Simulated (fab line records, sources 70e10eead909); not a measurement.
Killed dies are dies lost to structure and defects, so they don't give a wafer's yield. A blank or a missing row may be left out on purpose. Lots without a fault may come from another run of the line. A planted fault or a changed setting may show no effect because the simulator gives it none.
A struck lot beside a sound one | flow nand_harc | 13 steps out of a route of 1159
Sound: wafers L521.1, L521.3, L521.5. Struck: wafers L530.3, L530.4, L530.5. The cause comes at the end.
At each step with rows: each side's tool, then ch and its chambers, then its first start. Under that, the readings that differ: sound wafers | struck wafers | difference of the means | sigmas: that difference in standard deviations of wafers without a fault.
alike: readings whose means differ by less than 2 such deviations, and words and numbers that are the same on both sides. not compared: withheld readings, readings that some wafer has no value for, bounds like >300 that may hide the same value, and numbers for which the record gives no deviation and whose values overlap.
The two part at a step that has a row with sigmas, a row that says differs or no value, or rows on one side only. Numbers that don't overlap but have no deviation are shown without sigmas and don't part them. A reading that every wafer of one side lacks parts them only if that side has two wafers or more.

first, 1 step without rows for these wafers: NHARC_A_CONTACT_STRIP_27 (strips in post etch residue remover, time 600 s).
NHARC_A_CONTACT_ALD_18: deposits TiN, target thk 3 nm, pulse time 1 s, ald cycles 150.
  sound on ald_metal-04 ch 1,2,3, day 17 16:31; struck on ald_metal-04 ch 1,2, day 20 04:12
  alike: heater_power_w, precursor_pulse_height_rel
NHARC_A_CONTACT_CVD_19: deposits W, target thk 300 nm, time 802 s.
  sound on cvd_w-02 ch 1; struck on cvd_w-01 ch 0,1
  alike: heater_power_w, mfc_ar_sccm, throttle_valve_pct
NHARC_A_CONTACT_CMP_20: polishes, t overpolish 30 s, target thk 300 nm.
  sound on cmp-03 ch 0,1,2, day 17 23:25; struck on cmp-02 ch 0,1, day 20 05:19
  alike: motor_current_A, overpolish_run_s, time_to_endpoint_s
then, 1 step without rows for these wafers: NHARC_A_CONTACT_SRD_22.
NHARC_A_CONTACT_INSPECT_23:
  sound on defect_inspect-01, day 17 23:46; struck on defect_inspect-01, day 20 05:43
  alike: raw_defect_count
then, 5 steps without rows for these wafers: NHARC_A_BLC_DEHYDRATE_00 (time 120 s); NHARC_A_BLC_HMDS_01 (time 30 s); NHARC_A_BLC_COAT_02 (time 75 s); NHARC_A_BLC_COAT_03 (time 65 s); NHARC_A_BLC_COAT_04 (resist thk 90 nm).
NHARC_A_BLC_SOFTBAKE_05: time 55 s.
  sound on litho_track-01 ch 0, day 17 23:00; struck on litho_track-06 ch 0, day 20 05:00
  reading                  | sound                | struck               | difference | sigmas
  heater_power_total_W (W) | 188.49 188.43 188.40 | 183.46 183.39 183.41 | -5.02      | -36
then, 1 step without rows for these wafers: NHARC_A_BLC_EBR_06.

WHERE THEY PART
Only at NHARC_A_BLC_SOFTBAKE_05, within this record.

WHY: what the simulator had put in
Process parameter drift: litho_track-06, from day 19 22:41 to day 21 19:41, at NHARC_A_BLC_SOFTBAKE_05. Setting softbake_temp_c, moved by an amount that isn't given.
